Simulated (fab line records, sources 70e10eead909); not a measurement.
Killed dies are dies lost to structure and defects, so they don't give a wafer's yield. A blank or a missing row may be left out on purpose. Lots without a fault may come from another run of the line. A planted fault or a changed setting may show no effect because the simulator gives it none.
fab line records | flow nand_harc
record lots=4 wafers=12 last_day=24
route steps=1159 shown A_ONON_D1@440 A_CHANNEL_HOLE_D1@450 END@1159
lots that met no fault: from a run of the same line without faults
start_h: hours from the record's first day to the start of the lot's first wafer shown | wait_h: hours since the lot's step before | " the same as in the row above | L1.1+2: a row that stands for several wafers | - no value, or no start given | * or withheld: withheld | < > ~ a bound
route shown NAME@n: a module of which the file shows steps, and the number in the route of the first | usual: mean/standard deviation of fault-free wafers | same: alike in all rows | chamber/n: place in a boat | sites: the reading at each site | _std_site: their standard deviation | _edge_site: outer sites' mean less inner sites' | radius_mm: how far each site lies from the wafer's centre | mask NAME#n: copy n | behind: the tool/chamber that last shaped the wafer | hold: why the lot was held/for how many hours/how that ended | device: the transistor (n, p or np) that didn't switch | end of line: the same wafers' tests at the end of the route | a step without rows: its recipe alone | killed: dies lost to structure and defects at the first sort, not the wafer's yield | map: a wafer's dies, x killed, . not, _ none there
set.NAME: the setting as run; set.NAME@STEP: as run at that earlier step | model.NAME: the simulator's own value behind a step, which no gauge read
lots at some steps of the route; a table a step, a row a wafer
services: from which hour (start_h, from the record's first day; less than 0 if before it) a tool's chamber was out of use, for how many hours, and why
## steps
# step NHARC_A_ONON_D1_DEP_22
# recipe target_thk_a=10000 n2_flow_sccm=2750 n2o_flow_sccm=2000 nh3_flow_sccm=500 sih4_flow_sccm=210 temp_c=400
# step NHARC_A_ONON_D1_DEP_25
# recipe target_thk_a=10000 n2_flow_sccm=2750 n2o_flow_sccm=2000 nh3_flow_sccm=500 sih4_flow_sccm=210 temp_c=400
# step NHARC_A_ONON_D1_DEP_28
# recipe target_thk_a=10000 n2_flow_sccm=2750 n2o_flow_sccm=2000 nh3_flow_sccm=500 sih4_flow_sccm=210 temp_c=400
# step NHARC_A_ONON_D1_DEP_33
# recipe target_thk_a=2000 temp_c=400 pressure_torr=6.5 rf_w=900 teos_flow_sccm=161.4 flow_sccm=2650 target_thk_nm=200 gas=O2 material=SiO2
# step NHARC_A_CHANNEL_HOLE_D1_DEP_00
# recipe target_thk_a=31000 temp_c=400 material=aC
# step NHARC_A_CHANNEL_HOLE_D1_DEP_01
# recipe target_thk_a=1400 target_thk_nm=140 temp_c=400 pressure_torr=3.5 flow_sccm=200 rf_w=350 material=SiON
# usual heater_power_w=727/94
# columns lot.wafer tool chamber start_h wait_h heater_power_w
L421.2 pecvd-04 0 216.59 1.4 669
L421.3 " 1 " " 780
L421.5 " 0 " " 674
L424.2 pecvd-04 2 230.60 1.3 629
L424.3 " 1 " " 793
L424.5 " 0 " " 750
L428.1 pecvd-04 1 258.44 1.6 828
L428.2 " 2 " " 614
L428.6 " 0 " " 703
L434.1 pecvd-03 2 290.07 1.6 626
L434.3 " 0 " " 833
L434.2 " 1 " " 672
# step NHARC_A_CHANNEL_HOLE_D1_DEHYDRATE_02
# recipe temp_c=150 time_s=120
# step NHARC_A_CHANNEL_HOLE_D1_HMDS_03
# recipe time_s=30
# step NHARC_A_CHANNEL_HOLE_D1_COAT_36
# recipe temp_c=260 time_s=75
# step NHARC_A_CHANNEL_HOLE_D1_COAT_37
# recipe temp_c=225 time_s=65
# step NHARC_A_CHANNEL_HOLE_D1_COAT_04
# recipe spin_rpm=1500 resist_thk_nm=90
# step NHARC_A_CHANNEL_HOLE_D1_SOFTBAKE_05
# recipe temp_c=105 time_s=55
# step NHARC_A_CHANNEL_HOLE_D1_EBR_06
# step NHARC_A_CHANNEL_HOLE_D1_EXPOSE_07
# recipe na=1.35 target_cd_nm=100 sigma_outer=0.3 dose_mj=59.65 mask_id=HOLE_D1
# step NHARC_A_CHANNEL_HOLE_D1_PEB_08
# recipe peb_temp_c=100 peb_time_s=65
# step NHARC_A_CHANNEL_HOLE_D1_DEVELOP_09
# recipe develop_time_s=35 dev_temp_c=23
# step NHARC_A_CHANNEL_HOLE_D1_DESCUM_15
# recipe time_s=3 o2_flow_sccm=200 ar_flow_sccm=0 bias_power_w=0 chemistry=O2
# step NHARC_A_CHANNEL_HOLE_D1_ETCH_38
# recipe target_depth_a=390 over_etch_frac=0.3 time_s=65 ion_energy_ev=80 cf4_flow_sccm=150 ar_flow_sccm=0 rf_w=300 bias_w=100 chemistry=CF4
# step NHARC_A_CHANNEL_HOLE_D1_ETCH_39
# recipe target_depth_a=2600 over_etch_frac=0.3 time_s=325 ion_energy_ev=200 n2_flow_sccm=150 h2_flow_sccm=150 ar_flow_sccm=0 rf_w=400 bias_w=150 chemistry=N2/H2
# step NHARC_A_CHANNEL_HOLE_D1_ETCH_34
# recipe target_depth_a=1540 time_s=77 cf4_flow_sccm=100 chf3_flow_sccm=30 ar_flow_sccm=0 rf_w=500 bias_w=200 chemistry=CF4/CHF3
# step NHARC_A_CHANNEL_HOLE_D1_ETCH_16
# recipe target_depth_a=31000 over_etch_frac=0.3 time_s=806 ion_energy_ev=150 o2_flow_sccm=400 cos_flow_sccm=20 ar_flow_sccm=0 rf_w=500 bias_w=300 chemistry=O2/COS
# step NHARC_A_CHANNEL_HOLE_D1_ETCH_19
# recipe bias_v=1200 source_w=2500 pressure_mtorr=15 time_s=34.5 ar_flow_sccm=375 c4f8_flow_sccm=28.8 o2_flow_sccm=96.2 temp_c=-20 target_depth_a=* chemistry=C4F8/O2/Ar
# step NHARC_A_CHANNEL_HOLE_D1_ETCH_20
# recipe bias_v=3000 source_w=withheld pressure_mtorr=20 time_s=361.9 ar_flow_sccm=375 c4f8_flow_sccm=89.3 o2_flow_sccm=35.7 temp_c=-20 target_depth_a=16000 chemistry=C4F8/O2/Ar
# step NHARC_A_CHANNEL_HOLE_D1_ETCH_21
# recipe bias_v=3000 source_w=withheld pressure_mtorr=20 time_s=514.3 ar_flow_sccm=375 c4f8_flow_sccm=89.3 o2_flow_sccm=35.7 temp_c=-20 target_depth_a=16000 chemistry=C4F8/O2/Ar
# step NHARC_A_CHANNEL_HOLE_D1_ETCH_22
# recipe bias_v=3000 source_w=withheld pressure_mtorr=20 time_s=666.7 ar_flow_sccm=375 c4f8_flow_sccm=89.3 o2_flow_sccm=35.7 temp_c=-20 target_depth_a=16000 chemistry=C4F8/O2/Ar
# step NHARC_A_CHANNEL_HOLE_D1_ETCH_23
# recipe bias_v=5000 source_w=withheld pressure_mtorr=20 time_s=819 ar_flow_sccm=375 c4f8_flow_sccm=89.3 o2_flow_sccm=35.7 temp_c=-20 target_depth_a=16000 chemistry=C4F8/O2/Ar
# step NHARC_A_CHANNEL_HOLE_D1_ETCH_24
# recipe bias_v=5000 source_w=withheld pressure_mtorr=20 time_s=906.2 ar_flow_sccm=375 c4f8_flow_sccm=93.8 o2_flow_sccm=31.2 temp_c=-20 target_depth_a=15000 chemistry=C4F8/O2/Ar
# step NHARC_A_CHANNEL_HOLE_D1_ETCH_25
# recipe bias_v=5000 source_w=withheld pressure_mtorr=20 time_s=1040.2 ar_flow_sccm=375 c4f8_flow_sccm=93.8 o2_flow_sccm=31.2 temp_c=-20 target_depth_a=15000 chemistry=C4F8/O2/Ar
# step NHARC_A_CHANNEL_HOLE_D1_ETCH_26
# recipe bias_v=300 source_w=2000 pressure_mtorr=30 time_s=224.1 ar_flow_sccm=375 c4f8_flow_sccm=11.4 o2_flow_sccm=113.6 temp_c=-20 target_depth_a=3000 chemistry=C4F8/O2/Ar
# step NHARC_A_CHANNEL_HOLE_D1_ETCH_33
# recipe bias_v=400 source_w=2000 pressure_mtorr=25 time_s=90 ar_flow_sccm=375 c4f8_flow_sccm=41.7 o2_flow_sccm=83.3 temp_c=-20 target_depth_a=4000 chemistry=C4F8/O2/Ar
# step NHARC_A_CHANNEL_HOLE_D1_STRIP_41
# recipe n2_flow_sccm=150 h2_flow_sccm=150 ar_flow_sccm=0 bias_w=0 chemistry=N2/H2
# step NHARC_END_SORT_01
# recipe temp_c=25
# usual killed_at_array=27/11 killed_at_other=0.7/0.93 killed_at_periphery=2.9/1.9 killed_dies=30/11 killed_open=3.1/1.7 killed_short=1.9/1.3
# same gross_dies=677
# columns lot.wafer tool chamber start_h wait_h hold killed_at_array killed_at_other killed_at_periphery killed_dies killed_open killed_short
L421.2 prober-02 0 476.16 2.9 - 26 4 4 34 2 1
L421.3 prober-02 0 476.97 3.2 - 12 1 4 17 2 2
L421.5 prober-02 0 478.59 3.8 - 15 3 2 20 3 2
L424.2 prober-01 0 490.84 2.8 await_dispo/4.1h/release 31 1 1 33 3 1
L424.3 prober-01 0 491.64 3.1 await_dispo/4.1h/release 30 4 2 36 2 2
L424.5 prober-01 0 493.24 3.7 await_dispo/4.1h/release 667 0 1 668 4 2
L428.1 prober-01 0 534.43 2.4 await_dispo/2.0h/release 27 1 5 33 3 2
L428.2 prober-01 0 535.22 2.7 await_dispo/2.0h/release 34 3 2 39 5 2
L428.6 prober-01 0 538.38 4.0 await_dispo/2.0h/release 667 0 4 671 1 3
# killed by level:class
L421.2 A_CONTACT:chamber_film_flake=8 A_STAIRCASE:chamber_film_flake=7 A_BLC:chamber_film_flake=5 THIN_TSV:chamber_film_flake=4 A_CHANNEL_HOLE_D1:chamber_film_flake=3 A_WL_FILL:chamber_film_flake=2 P_CONTACT:geometric_particle:short=1 P_CONTACT:geometric_particle:open=1
L421.3 A_CONTACT:chamber_film_flake=4 A_BLC:chamber_film_flake=3 A_M1:geometric_particle:short=2 P_M1:chamber_film_flake=2 P_CONTACT:geometric_particle:open=1 A_BLC:geometric_particle:open=1 P_STI:chamber_film_flake=1 A_CHANNEL_HOLE_D1:chamber_film_flake=1
L421.5 A_BLC:chamber_film_flake=4 A_CHANNEL_HOLE_D1:chamber_film_flake=3 A_CONTACT:chamber_film_flake=3 THIN_TSV:chamber_film_flake=3 P_STI:geometric_particle:short=1 P_GATE:geometric_particle:open=1 A_CONTACT:geometric_particle:open=1 A_BLC:geometric_particle:short=1
L424.2 A_CHANNEL_HOLE_D1:chamber_film_flake=17 A_STAIRCASE:chamber_film_flake=8 A_CONTACT:chamber_film_flake=2 P_M0:geometric_particle:open=1 A_CHANNEL_HOLE_D1:geometric_particle:open=1 A_CONTACT:geometric_particle:open=1 A_CONTACT:geometric_particle:short=1 A_BLC:chamber_film_flake=1
L424.3 A_CHANNEL_HOLE_D1:chamber_film_flake=15 A_STAIRCASE:chamber_film_flake=10 A_CONTACT:chamber_film_flake=3 THIN_TSV:chamber_film_flake=2 HYBRID_BOND:latent=2 P_CONTACT:geometric_particle:short=1 P_M1:geometric_particle:short=1 A_CONTACT:geometric_particle:open=1
L424.5 A_CHANNEL_HOLE_D1:area_dep=634 A_CHANNEL_HOLE_D1:chamber_film_flake=16 A_STAIRCASE:chamber_film_flake=9 A_CONTACT:geometric_particle:open=2 P_CONTACT:geometric_particle:open=1 A_SGD_CUT:geometric_particle:short=1 A_CONTACT:geometric_particle:short=1 A_M0:geometric_particle:open=1
L428.1 A_CHANNEL_HOLE_D1:chamber_film_flake=18 A_CONTACT:chamber_film_flake=6 P_STI:chamber_film_flake=2 P_M0:geometric_particle:open=1 P_M0:geometric_particle:short=1 P_M2:geometric_particle:open=1 A_CHANNEL_FILL_D1:geometric_particle:open=1 A_CONTACT:geometric_particle:short=1
L428.2 A_CHANNEL_HOLE_D1:chamber_film_flake=21 A_CONTACT:chamber_film_flake=3 THIN_TSV:chamber_film_flake=3 A_CHANNEL_FILL_D1:geometric_particle:open=2 A_CHANNEL_FILL_D1:chamber_film_flake=2 P_STI:geometric_particle:short=1 P_CONTACT:geometric_particle:open=1 A_CHANNEL_HOLE_D1:geometric_particle:open=1
L428.6 A_CHANNEL_HOLE_D1:area_dep=645 A_CHANNEL_HOLE_D1:chamber_film_flake=16 A_CONTACT:chamber_film_flake=5 P_M0:geometric_particle:short=2 P_GATE:geometric_particle:short=1 P_M1:geometric_particle:open=1 A_ZERO_WELL:chamber_film_flake=1
# map L424.5 (x killed, . not)
____________x____________
_________xxxxxxx_________
_______xxxxxxxxxxx_______
______xxxxxxxxxxxxx______
_____xxxxxxxxxxxxxxx_____
____xxxxxxxxxxxx.xxxx____
____xxxxxxxxxxxxxxxxx____
___.xxxxxxxxxxxxxxxxxx___
___xxx.xxxxxxxxxxxxxxx___
__xxxxxxxxxxxxxxxxxxxxx__
__xxxxxxxxxxxxxxxxxxxxx__
_xxxxxxxxxxxxxxxxxxxxxxx_
_xxxxxxxxxxxxxxxxxxxxxxx_
_xxxxxxxxxxxxxxxxxxxxxxx_
_xxxxxxxxxxxxxxxxxxxxxx._
_xxxxxxxxxxxxxxxxxxxxxxx_
xxxxxxxxxxxxxxxxxxxxxxxxx
xxxxxxxxxxxxxxxxxxxxxxxxx
xxxxxxxxxxxxxxxxxxxxxxxxx
xxxxxxxxxxxxxxxxxxxxxxxxx
xxxxxxxxxxxxxxxxxxxxxxxxx
_xxxxxxxxxxxxxxxxxxxxxxx_
_xxxxxxxxxxxxxxxxxxxxxxx_
_xxxxxxxxxxxxxxxxxxxxxxx_
_xxxxxxxxxxxxxxxxxxxxxxx_
_xxxxxxxxxxxxxxxxxxxxxxx_
__xxxxxxxxxxxxxxxxxxxxx__
__xxxxxxxxxxxxxxxxxxxxx__
___xxxxxxxxxxxxxxxxxxx___
___xxxxxxxxxxxxxxxxxxx___
____xxxxxxxxxxxxxxxxx____
____xxxxxxxxxxxxxxxxx____
_____xxxxxxxxxxxxx.x_____
______xxxxxxxxxxxxx______
_______xxxx.x.xxxx_______
_________x.xxxx._________
____________x____________
# map L428.6 (x killed, . not)
____________x____________
_________xxxxxxx_________
_______xxxxxxxxxxx_______
______xxxxxxxxxxxxx______
_____xxxxxxxx.xxxxxx_____
____xxxxx.xxxxxxxxxxx____
____xxxxxxxxxxxxxxxxx____
___xxxxxxxxxxxxxxxxxxx___
___xxxxxxxxxxxxxxxxxxx___
__xxxxxxxxxxxxxxxxxxxxx__
__xxxxxxxxxxxxxxxxxxxxx__
_xxxxxxxxxxxxxxxxxxxxxxx_
_xxxxxxxxxxxxxxxxxxxxxxx_
_xxxxxxxxxxxxxxxxxxxxxxx_
_xxxxxxxxxxxxxxxxxxxxxxx_
_xxxxxxxxxxxxxxxxxxxxxxx_
xxxxxxxxxxxxxxxxxxxxxxxxx
xxxxxxxxxxxxxxxxxxxxxxxxx
xxxxxxxxxxxxxxxxxxxxxxxxx
xxxxxxxxxxxxxxxxxxxxxxxxx
xxxxxxxxxxxxxxxxxxxxxxxxx
_xxxxxxxxxxxxxxxxxxxxxxx_
_xxxxxxxxxxxxxxxxxxxxxxx_
_xxxxxxxxx.xxxxxxxxxxxxx_
_xxxxxxxxxxxxxxxxxxxxxxx_
_xxxxxxxxxxxxxxxxxxxxxxx_
__xxxxxxxxxxxxxxxxxxxxx__
__xxxxxxxxxxxxxxxxxxxxx__
___xxxxxxxxxxxxxxxx.xx___
___xxxxxxxxxxxxxxxxxxx___
____xxxxxxxxxxxxxxxxx____
____xxxxxxxxxxxxxxx.x____
_____xxxxxxxxxxxxxxx_____
______xxxxxxxxxxxxx______
_______xxxxxxxxxxx_______
_________.xxxxxx_________
____________x____________
## services
# columns tool chamber start_h hours kind
pecvd-04 - 195.00 13.0 pm
pecvd-04 0 195.00 13.0 vent_cycle
pecvd-04 1 195.00 13.0 vent_cycle
pecvd-04 2 195.00 13.0 vent_cycle
pecvd-04 0 208.00 - clean
pecvd-04 1 208.00 - clean
pecvd-04 2 208.00 - clean
pecvd-04 2 263.12 3.9 repair
## key
first_sign step=NHARC_END_SORT_01 reading=killed_at_array direction=up sigmas=59 usual=27 struck=667
effect step=NHARC_END_SORT_01 reading=killed_dies direction=up sigmas=57 usual=30 struck=670
more_kills_born_at NHARC_A_CHANNEL_HOLE_D1_DEP_01@pecvd-04=1279
met_at NHARC_A_CHANNEL_HOLE_D1_DEP_01
struck_wafers L424.5,L428.6
later_rows_left_out L424.5,L428.6
tester_left_out L424,L428
onset_between 216.59 230.60
fault kind=process_parameter_drift tool=pecvd-04 chamber=0 onset_h=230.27 steps=NHARC_A_CHANNEL_HOLE_D1_DEP_01 channel=target_thk_a offset=* shape=step end_h=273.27 acts_in=* stated=*
# tester_left_out: of these lots the tester's yield and bins aren't shown, on N5 and GAA mostly nor the transistor test; their killed dies are dies lost to structure and defects alone, not to doping, threshold or leakage, so they don't give the yield
# later_rows_left_out: the simulator's readings of these wafers behind a module that went badly wrong aren't trusted and aren't shown, but for the sort
